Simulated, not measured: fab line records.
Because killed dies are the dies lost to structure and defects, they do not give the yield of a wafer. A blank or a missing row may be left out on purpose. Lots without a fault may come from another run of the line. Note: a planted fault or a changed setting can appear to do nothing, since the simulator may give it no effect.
Which tool did it?	flow nand harc	24 lots with 72 wafers sampled at 4 steps, on a route of 1159 steps

WHAT EACH GAUGE READ, for each wafer
NHARC_A_SGD_CUT_OVL_MEAS_10. Usual: overlay x nm -0.2 nm, standard deviation 0.84; overlay y nm 0.1 nm, standard deviation 0.84.
lot	measured	on	overlay x nm (nm)	overlay y nm (nm)	flag
L076	day 14 13:04	overlay-02	-0.6 -1.2 -1.3	-1.0 -0.7 -0.2	
L074	day 14 12:26	overlay-01	-0.5 -0.6 -0.8	0.7 0.6 1.2	
L075	day 14 11:51	overlay-02	0.2 0.1 0.4	-0.3 0.4 0.6	
L079	day 14 18:58	overlay-01	-0.4 -0.4 -0.7	2.1 1.8 1.9	
L078	day 15 01:18	overlay-02	1.5 1.2 1.7	-1.9 -1.7 -2.1	
L077	day 15 02:59	overlay-01	0.7 0.7 1.0	-0.6 -0.3 -0.3	
L080	day 15 00:58	overlay-01	-1.2 -0.5 -0.7	0.9 1.2 1.2	
L081	day 15 05:34	overlay-01	1.0 1.6 1.3	-0.8 -0.7 -0.7	
L082	day 16 11:06	overlay-01	-0.4 0.0 -0.2	-0.3 0.2 -0.4	
L084	day 16 17:28	overlay-02	-0.8 -0.9 -0.9	-0.5 -0.5 -0.7	
L083	day 16 18:43	overlay-02	0.0 -0.9 -0.4	0.1 0.1 -0.3	
L086	day 16 16:53	overlay-02	-1.2 -1.8 -1.6	0.4 0.0 0.4	
L088	day 16 19:08	overlay-02	-0.2 -0.5 -0.2	0.2 0.3 0.3	
L085	day 16 17:18	overlay-02	0.9 0.2 0.6	0.3 1.0 0.4	
L089	day 17 12:24	overlay-01	0.0 -0.1 0.1	0.0 0.1 0.0	
L087	day 17 11:39	overlay-01	-1.2 -0.9 -0.5	0.9 0.6 0.5	
L090	day 18 03:08	overlay-01	-1.5 -1.3 -1.5	0.6 0.3 0.8	
L092	day 18 13:56	overlay-01	-0.3 -0.6 0.3	-2.2 -1.8 -1.6	
L091	day 18 16:02	overlay-02	0.4 0.2 -0.1	-0.1 0.7 0.3	
L094	day 18 11:54	overlay-02	-1.0 -1.2 -0.6	-0.2 0.2 -0.6	
L093	day 18 12:19	overlay-01	0.1 -0.1 0.3	-0.3 0.0 -0.1	
L095	day 19 09:39	overlay-02	0.9 1.1 0.8	0.3 -0.1 0.6	
L096	day 19 15:14	overlay-02	-1.6 -0.8 -1.5	1.3 1.0 1.1	
L097	day 19 14:13	overlay-02	-0.5 0.0 -0.1	1.1 1.1 0.9	

NHARC_A_SLIT_CD_MEAS_09 targets a cd of 300 nm. Usual: 300.1 nm for cd nm, sd 0.6.
lot	measured	on	cd nm (nm)	flag
L076	day 14 21:20	cd sem-02	300.6 300.2 300.1	
L074	day 14 22:16	cd sem-01	300.2 300.7 300.5	
L075	day 14 21:08	cd sem-01	300.7 299.5 300.0	
L079	day 15 04:23	cd sem-02	300.4 300.6 300.3	
L078	day 15 16:07	cd sem-01	300.5 300.2 299.8	
L077	day 15 15:41	cd sem-02	299.1 300.0 299.8	
L080	day 15 14:14	cd sem-01	300.3 301.1 301.0	
L081	day 15 14:56	cd sem-02	300.1 300.0 300.3	
L082	day 16 20:53	cd sem-02	300.3 299.3 298.8	
L084	day 17 04:27	cd sem-03	300.3 300.2 299.9	
L083	day 17 03:36	cd sem-03	300.7 299.8 299.5	
L086	day 17 05:32	cd sem-01	300.3 300.9 300.3	
L088	day 17 05:56	cd sem-02	300.3 300.9 300.7	
L085	day 17 03:58	cd sem-03	299.1 299.3 298.6	
L089	day 17 22:17	cd sem-03	300.7 301.3 300.8	
L087	day 17 22:41	cd sem-02	300.3 300.1 300.0	
L090	day 18 12:52	cd sem-03	300.2 300.2 299.9	
L092	day 18 22:10	cd sem-01	300.4 300.2 300.4	
L091	day 19 04:22	cd sem-03	299.4 299.3 299.4	
L094	day 18 22:16	cd sem-01	300.4 299.6 299.5	
L093	day 18 22:25	cd sem-03	300.1 299.6 299.9	
L095	day 19 19:14	cd sem-02	301.0 300.6 300.9	
L096	day 20 02:06	cd sem-03	300.8 300.4 301.0	
L097	day 20 02:15	cd sem-03	299.1 299.2 300.3	

EACH LOT AND THE TOOL THAT RAN IT (in order: tool; ch and the chambers of the sampled wafers; start)
lot	NHARC_A_STAIRCASE_ETCH_313	NHARC_A_STAIRCASE_DEP_417
L076	rie diel-08 ch 1,2, day 12 11:14	pecvd-02 ch 1,2, day 12 15:22
L074	rie diel-08 ch 0,1,2, day 12 13:14	pecvd-01 ch 0,1, day 12 17:31
L075	rie diel-01 ch 0,1,3, day 12 13:33	pecvd-03 ch 0,1,2, day 12 17:45
L079	rie diel-07 ch 0,2,3, day 12 21:17	pecvd-02 ch 1,2, day 13 01:43
L078	rie diel-07 ch 1,2,3, day 12 23:44	pecvd-01 ch 0,1,2, day 13 06:16
L077	rie diel-08 ch 0,1,3, day 13 00:56	pecvd-01 ch 0,1,2, day 13 05:40
L080	rie diel-01 ch 2,3, day 13 02:55	pecvd-01 ch 0,2, day 13 07:13
L081	rie diel-08 ch 1,3, day 13 07:01	pecvd-01 ch 0,1,2, day 13 11:05
L082	rie diel-07 ch 1,2, day 14 09:12	pecvd-03 ch 0,2, day 14 14:51
L084	rie diel-07 ch 2,3, day 14 13:28	pecvd-03 ch 0,1, day 14 17:38
L083	rie diel-08 ch 0,2,3, day 14 17:35	pecvd-03 ch 1,2, day 15 00:38
L086	rie diel-08 ch 1,2,3, day 14 20:50	pecvd-03 ch 1,2, day 15 02:35
L088	rie diel-01 ch 2,3, day 14 23:31	pecvd-03 ch 0,2, day 15 03:47
L085	rie diel-07 ch 0,1,3, day 15 01:32	pecvd-03 ch 0,1,2, day 15 05:38
L089	rie diel-08 ch 0,3, day 15 13:17	pecvd-01 ch 0,1,2, day 15 17:39
L087	rie diel-07 ch 1,2,3, day 15 14:14	pecvd-01 ch 0,1,2, day 15 18:46
L090	rie diel-08 ch 0,2,3, day 16 02:29	pecvd-01 ch 0,1,2, day 16 07:19
L092	rie diel-08 ch 0,1,2, day 16 11:15	pecvd-03 ch 1,2, day 16 18:35
L091	rie diel-08 ch 0,1,2, day 16 14:39	pecvd-03 ch 1,2, day 16 19:10
L094	rie diel-01 ch 2,3, day 16 18:13	pecvd-03 ch 1,2, day 16 22:34
L093	rie diel-08 ch 0,2,3, day 16 19:31	pecvd-03 ch 1,2, day 16 23:39
L095	rie diel-01 ch 0,2,3, day 17 08:11	pecvd-01 ch 0,1,2, day 17 12:29
L096	rie diel-01 ch 0,2,3, day 17 15:28	pecvd-03 ch 1,2, day 17 19:33
L097	rie diel-08 ch 0,1,3, day 17 16:44	pecvd-03 ch 0,2, day 17 20:51
- NHARC_A_STAIRCASE_ETCH_313: etches the open film in CF4/CHF3.
- NHARC_A_STAIRCASE_DEP_417: deposits Si3N4, target thk 60 nm.

WHAT THE TOOLS THEMSELVES READ (means of the sampled wafers that have a number; where no wafer has one, the mark that the record gives instead)
NHARC_A_STAIRCASE_ETCH_313. Usual: drypump motor current A 5.7 A, standard deviation 0.36; oes product au 0.938 a.u., standard deviation 0.019; rf vpp V 369.1 V, standard deviation 2.1; showerhead plenum p Torr 1.53 Torr, standard deviation 0.053; throttle valve pct 16.802 %, standard deviation 0.0088.
lot	tool	drypump motor current A (A)	oes product au (a.u.)	rf vpp V (V)	showerhead plenum p Torr (Torr)	throttle valve pct (%)	flag
L076	rie diel-08	5.8	0.941	369.5	1.52	16.797	
L074	rie diel-08	5.8	0.956	368.4	1.51	16.789	
L075	rie diel-01	5.7	0.924	368.4	1.50	16.804	
L079	rie diel-07	5.7	0.973	372.6	1.61	16.800	
L078	rie diel-07	5.6	0.935	370.2	1.57	16.797	
L077	rie diel-08	5.6	0.933	367.4	1.50	16.812	
L080	rie diel-01	5.8	0.922	370.8	1.59	16.803	
L081	rie diel-08	5.5	0.920	367.6	1.53	16.797	
L082	rie diel-07	5.7	0.935	370.7	1.57	16.807	
L084	rie diel-07	5.5	0.960	370.7	1.56	16.799	
L083	rie diel-08	5.8	0.940	367.5	1.49	16.799	
L086	rie diel-08	5.7	0.912	367.5	1.51	16.804	
L088	rie diel-01	5.6	0.940	370.0	1.57	16.806	
L085	rie diel-07	5.6	0.915	372.1	1.59	16.802	
L089	rie diel-08	5.6	0.975	366.7	1.48	16.808	
L087	rie diel-07	5.6	0.922	370.1	1.56	16.808	
L090	rie diel-08	5.8	0.928	367.8	1.49	16.806	
L092	rie diel-08	5.8	0.934	367.9	1.51	16.798	
L091	rie diel-08	5.8	0.928	368.4	1.51	16.808	
L094	rie diel-01	5.8	0.919	370.8	1.59	16.806	
L093	rie diel-08	5.8	0.966	367.7	1.49	16.798	
L095	rie diel-01	6.0	0.960	369.1	1.54	16.805	
L096	rie diel-01	6.0	0.932	369.1	1.54	16.798	
L097	rie diel-08	5.6	0.950	368.3	1.50	16.809	

NHARC_A_STAIRCASE_DEP_417. Usual: 708 W for heater power w, sd 79.
lot	tool	heater power w (W)	flag
L076	pecvd-02	732	
L074	pecvd-01	630	
L075	pecvd-03	730	
L079	pecvd-02	765	
L078	pecvd-01	691	
L077	pecvd-01	686	
L080	pecvd-01	719	
L081	pecvd-01	724	
L082	pecvd-03	740	
L084	pecvd-03	745	
L083	pecvd-03	753	
L086	pecvd-03	703	
L088	pecvd-03	754	
L085	pecvd-03	719	
L089	pecvd-01	679	
L087	pecvd-01	692	
L090	pecvd-01	676	
L092	pecvd-03	673	
L091	pecvd-03	691	
L094	pecvd-03	662	
L093	pecvd-03	628	
L095	pecvd-01	704	
L096	pecvd-03	759	
L097	pecvd-03	817	

THE ANSWER, worked out from the rows above alone
Rule: a lot is off if the mean of its wafers that have a number lies more than 3 standard deviations from the usual mean. A lot without any number at a reading at which 4 lots or more have one is off too. Any other lot the step has rows for is counted as sound. The gauges are gone through in route order, then the tools' own readings, and for those a lot's mean is taken as printed above. At the first step where some lot is off, the reading lying furthest off is the one used; lots without a number count as furthest.
No lot is off at any reading shown: from this, nothing can be told.

WHAT THE SIMULATOR HAD PUT IN
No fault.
